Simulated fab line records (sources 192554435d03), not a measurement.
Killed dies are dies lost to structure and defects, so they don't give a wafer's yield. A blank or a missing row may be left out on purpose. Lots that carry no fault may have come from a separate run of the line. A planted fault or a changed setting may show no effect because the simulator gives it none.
Which tool is to blame?	flow n5_finfet	24 lots with 72 wafers sampled at 4 steps, on a route of 1938 steps

## WHAT THE GAUGES READ, wafer by wafer
N5_BEOL_M12_RS_MEAS_54: a four-point-probe measurement. Usual: M12_RS gives 0.0606 ohm/sq (standard deviation 0.00072).
lot	measured	on	M12_RS (ohm/sq)	flag
L075	day 10 21:49	film_metro-01	0.0613 0.0617 0.0621	
L076	day 11 01:17	film_metro-02	0.0602 0.0606 0.0618	
L074	day 11 01:50	film_metro-02	0.0608 0.0610 0.0600	
L077	day 11 09:41	film_metro-01	0.0603 0.0605 0.0606	
L078	day 11 17:45	film_metro-01	0.0608 0.0598 0.0616	
L079	day 11 23:43	film_metro-02	0.0600 0.0611 0.0607	
L083	day 12 14:05	film_metro-02	0.0606 0.0600 0.0593	
L081	day 12 15:19	film_metro-02	0.0613 0.0608 0.0607	
L082	day 12 21:14	film_metro-02	0.0599 0.0600 0.0592	
L080	day 13 05:57	film_metro-02	0.0604 0.0594 0.0594	
L084	day 13 12:03	film_metro-02	0.0596 0.0598 0.0599	
L085	day 13 12:20	film_metro-01	0.0602 0.0606 0.0606	
L087	day 13 16:21	film_metro-02	0.0603 0.0598 0.0607	
L086	day 13 21:38	film_metro-01	0.0604 0.0607 0.0601	
L088	day 14 05:38	film_metro-02	0.0609 0.0607 0.0601	
L091	day 14 21:10	film_metro-02	0.0598 0.0598 0.0610	
L089	day 15 03:28	film_metro-02	0.0606 0.0602 0.0611	
L090	day 15 04:11	film_metro-01	0.0613 0.0613 0.0617	
L093	day 15 05:35	film_metro-02	0.0603 0.0605 0.0605	
L092	day 15 07:40	film_metro-02	0.0599 0.0603 0.0601	
L094	day 15 15:43	film_metro-02	0.0603 0.0604 0.0622	
L095	day 16 00:20	film_metro-01	0.0610 0.0609 0.0612	
L096	day 16 05:23	film_metro-01	0.0601 0.0604 0.0590	
L097	day 16 06:44	film_metro-01	0.0612 0.0626 0.0612	

## EACH LOT AND THE TOOL THAT RAN IT (in order: tool; ch and the chambers of the sampled wafers; start)
lot	N5_BEOL_M12_ETCH_38	N5_BEOL_M12_CMP_49	N5_BEOL_M12_DEP_53
L075	rie_diel-04 ch 0,1, day 10 19:34	cmp-01 ch 1,3, day 10 21:24	pecvd-03 ch 0,2, day 10 21:46
L076	rie_diel-02 ch 0,3, day 10 20:46	cmp-02 ch 0,1,3, day 11 00:55	pecvd-04 ch 0,2, day 11 01:14
L074	rie_diel-02 ch 0,1,3, day 11 00:07	cmp-02 ch 0,1,2, day 11 01:31	pecvd-03 ch 0,1,2, day 11 01:47
L077	rie_diel-04 ch 1,3, day 11 07:42	cmp-01 ch 0,2,3, day 11 09:18	pecvd-04 ch 0,1,2, day 11 09:37
L078	rie_diel-03 ch 1,3, day 11 15:44	cmp-01 ch 1,2, day 11 17:20	pecvd-01 ch 0,1,2, day 11 17:41
L079	rie_diel-04 ch 0,3, day 11 21:23	cmp-02 ch 0,1,2, day 11 23:18	pecvd-01 ch 0,1,2, day 11 23:40
L083	rie_diel-02 ch 1,2,3, day 12 12:21	cmp-01 ch 0,1,3, day 12 13:45	pecvd-04 ch 0,1, day 12 14:02
L081	rie_diel-03 ch 0,1, day 12 13:10	cmp-01 ch 0,2,3, day 12 15:01	pecvd-01 ch 0,2, day 12 15:15
L082	rie_diel-02 ch 0,1,3, day 12 18:57	cmp-02 ch 0,1,2, day 12 20:48	pecvd-03 ch 0,1, day 12 21:10
L080	rie_diel-03 ch 0,1,2, day 13 03:33	cmp-02 ch 1,2, day 13 05:34	pecvd-04 ch 0,2, day 13 05:53
L084	rie_diel-03 ch 1,2, day 13 10:24	cmp-01 ch 0,3, day 13 11:38	pecvd-03 ch 0,1,2, day 13 11:59
L085	rie_diel-03 ch 0,1,2, day 13 10:30	cmp-02 ch 0,2, day 13 11:56	pecvd-03 ch 0,1, day 13 12:16
L087	rie_diel-02 ch 0,1,2, day 13 14:29	cmp-01 ch 0,1,3, day 13 15:56	pecvd-04 ch 0,1,2, day 13 16:17
L086	rie_diel-04 ch 2,3, day 13 20:06	cmp-01 ch 2,3, day 13 21:15	pecvd-04 ch 1,2, day 13 21:34
L088	rie_diel-02 ch 1,2, day 14 03:44	cmp-01 ch 1,2, day 14 05:13	pecvd-04 ch 0,1, day 14 05:35
L091	rie_diel-04 ch 1,2,3, day 14 18:35	cmp-01 ch 0,1,3, day 14 20:44	pecvd-04 ch 0,1,2, day 14 21:06
L089	rie_diel-03 ch 0,1,2, day 15 01:35	cmp-01 ch 0,2,3, day 15 03:02	pecvd-04 ch 0,1,2, day 15 03:24
L090	rie_diel-03 ch 1,2, day 15 02:06	cmp-02 ch 2,3, day 15 03:48	pecvd-03 ch 0,2, day 15 04:07
L093	rie_diel-02 ch 0,2, day 15 02:48	cmp-02 ch 1,2,3, day 15 05:13	pecvd-04 ch 0,1, day 15 05:32
L092	rie_diel-04 ch 0,1,2, day 15 06:02	cmp-03 ch 0,1,2, day 15 07:14	pecvd-03 ch 0,1,2, day 15 07:35
L094	rie_diel-03 ch 0,2,3, day 15 14:05	cmp-01 ch 0,3, day 15 15:20	pecvd-04 ch 0,1,2, day 15 15:40
L095	rie_diel-03 ch 0,2,3, day 15 22:25	cmp-02 ch 2,3, day 15 23:55	pecvd-03 ch 0,1,2, day 16 00:17
L096	rie_diel-04 ch 0,1,3, day 16 02:31	cmp-01 ch 1,2,3, day 16 05:03	pecvd-01 ch 0,2, day 16 05:20
L097	rie_diel-04 ch 1,2,3, day 16 04:44	cmp-02 ch 0,1,3, day 16 06:20	pecvd-04 ch 0,1, day 16 06:40
- N5_BEOL_M12_ETCH_38: etches SiCN in CF4/N2, target depth 68.7 nm, time 73.4 s.
- N5_BEOL_M12_CMP_49: polishes, stops on SiOC, t overpolish 20.6 s, target thk 320 nm.
- N5_BEOL_M12_DEP_53: deposits SiCN from 3MS/NH3, target thk 30 nm, time 10.5 s.

## WHAT THE TOOLS THEMSELVES READ (means of the sampled wafers that have a number; where no wafer has one, the mark that the record gives instead)
N5_BEOL_M12_ETCH_38. Usual: drypump_motor_current_A 5.6 A, standard deviation 0.54; mfc_ar_sccm 100.0 sccm, standard deviation 0.3; oes_product_au 0.80 a.u., standard deviation 0.066; rf_vpp_V 382.8 V, standard deviation 1.9; showerhead_plenum_p_Torr 2.23 Torr, standard deviation 0.065; throttle_valve_pct 15.40 %, standard deviation 0.21.
lot	tool	drypump_motor_current_A (A)	mfc_ar_sccm (sccm)	oes_product_au (a.u.)	rf_vpp_V (V)	showerhead_plenum_p_Torr (Torr)	throttle_valve_pct (%)	flag
L075	rie_diel-04	6.1	100.1	0.86	383.1	2.20	15.44	
L076	rie_diel-02	5.2	100.2	0.78	383.3	2.23	15.43	
L074	rie_diel-02	5.3	99.8	0.81	383.4	2.25	15.34	
L077	rie_diel-04	5.8	99.9	0.79	385.1	2.31	15.45	
L078	rie_diel-03	5.2	100.1	0.77	382.1	2.20	15.47	
L079	rie_diel-04	5.7	100.2	0.88	382.2	2.21	15.28	
L083	rie_diel-02	5.0	99.7	0.78	381.3	2.18	15.35	
L081	rie_diel-03	5.8	100.0	0.84	384.4	2.27	15.25	
L082	rie_diel-02	5.3	100.1	0.78	383.6	2.24	15.37	
L080	rie_diel-03	5.7	100.0	0.85	382.9	2.23	15.23	
L084	rie_diel-03	5.6	100.0	0.84	382.6	2.21	15.18	
L085	rie_diel-03	5.7	100.2	0.84	383.2	2.23	15.24	
L087	rie_diel-02	5.5	100.0	0.83	382.0	2.23	15.26	
L086	rie_diel-04	5.5	99.9	0.79	383.7	2.28	15.41	
L088	rie_diel-02	5.3	100.2	0.81	381.4	2.17	15.26	
L091	rie_diel-04	5.9	99.9	0.75	383.3	2.26	15.59	
L089	rie_diel-03	5.7	100.0	0.83	381.9	2.23	15.28	
L090	rie_diel-03	5.6	100.0	0.83	381.5	2.21	15.22	
L093	rie_diel-02	6.0	100.0	0.84	384.1	2.27	15.26	
L092	rie_diel-04	6.0	99.6	0.77	382.3	2.21	15.60	
L094	rie_diel-03	5.4	100.1	0.77	382.5	2.21	15.43	
L095	rie_diel-03	5.4	100.4	0.77	382.2	2.20	15.43	
L096	rie_diel-04	5.9	99.8	0.77	383.5	2.24	15.53	
L097	rie_diel-04	5.9	100.0	0.74	383.6	2.26	15.61	

N5_BEOL_M12_CMP_49. Usual: barrier_field_endpoint_s 30.4 s, standard deviation 0.63; motor_current_A 6.2 A, standard deviation 0.86; overpolish_run_s 20.601 s, standard deviation 0.0088.
lot	tool	barrier_field_endpoint_s (s)	motor_current_A (A)	overpolish_run_s (s)	flag
L075	cmp-01	30.3	7.0	20.603	
L076	cmp-02	31.0	6.2	20.595	
L074	cmp-02	30.6	5.7	20.602	
L077	cmp-01	29.9	5.8	20.605	
L078	cmp-01	30.2	6.2	20.598	
L079	cmp-02	31.2	5.5	20.600	
L083	cmp-01	29.9	6.7	20.598	
L081	cmp-01	29.7	6.0	20.594	
L082	cmp-02	30.0	5.6	20.604	
L080	cmp-02	30.2	5.6	20.597	
L084	cmp-01	30.0	6.0	20.602	
L085	cmp-02	30.6	5.3	20.599	
L087	cmp-01	30.6	6.2	20.608	
L086	cmp-01	31.0	5.6	20.599	
L088	cmp-01	30.3	6.5	20.595	
L091	cmp-01	30.4	6.9	20.602	
L089	cmp-01	31.2	5.7	20.596	
L090	cmp-02	30.6	6.9	20.598	
L093	cmp-02	30.1	6.2	20.607	
L092	cmp-03	30.1	6.4	20.601	
L094	cmp-01	31.0	6.1	20.603	
L095	cmp-02	29.5	6.1	20.600	
L096	cmp-01	29.9	6.5	20.601	
L097	cmp-02	30.7	6.2	20.607	

N5_BEOL_M12_DEP_53. Usual: showerhead_plenum_p_Torr 4.157 Torr, standard deviation 0.017; showerhead_vpp_V 1623 V, standard deviation 58; throttle_valve_pct 18.4 %, standard deviation 0.99.
lot	tool	showerhead_plenum_p_Torr (Torr)	showerhead_vpp_V (V)	throttle_valve_pct (%)	flag
L075	pecvd-03	4.176	1647	17.5	
L076	pecvd-04	4.170	1625	18.0	
L074	pecvd-03	4.168	1621	18.6	
L077	pecvd-04	4.160	1634	18.1	
L078	pecvd-01	4.142	1641	17.9	
L079	pecvd-01	4.145	1639	18.1	
L083	pecvd-04	4.148	1669	18.7	
L081	pecvd-01	4.141	1710	18.2	
L082	pecvd-03	4.159	1596	19.8	
L080	pecvd-04	4.159	1646	18.5	
L084	pecvd-03	4.166	1613	18.8	
L085	pecvd-03	4.159	1613	19.0	
L087	pecvd-04	4.161	1622	18.2	
L086	pecvd-04	4.158	1600	18.0	
L088	pecvd-04	4.144	1653	18.8	
L091	pecvd-04	4.154	1606	18.2	
L089	pecvd-04	4.149	1634	18.3	
L090	pecvd-03	4.177	1645	17.6	
L093	pecvd-04	4.139	1658	18.5	
L092	pecvd-03	4.164	1602	18.9	
L094	pecvd-04	4.158	1615	18.3	
L095	pecvd-03	4.169	1614	18.8	
L096	pecvd-01	4.136	1663	18.1	
L097	pecvd-04	4.144	1654	18.5	

## THE ANSWER, worked out from the rows above alone
Rule: lot off if the mean of its wafers having a number is beyond 3 standard deviations from the usual mean. A lot without any number at a reading at which 4 lots or more have one is off too. The other lots that the step has rows for count as sound. The gauges are gone through in route order, then the tools' own readings, and for those a lot's mean is taken as printed above. At the first step where some lot is off, the reading lying furthest off is the one used; lots without a number count as furthest.
Across all readings shown, no lot is off: no conclusion can be drawn from this.

## WHAT HAD BEEN PUT IN BY THE SIMULATOR
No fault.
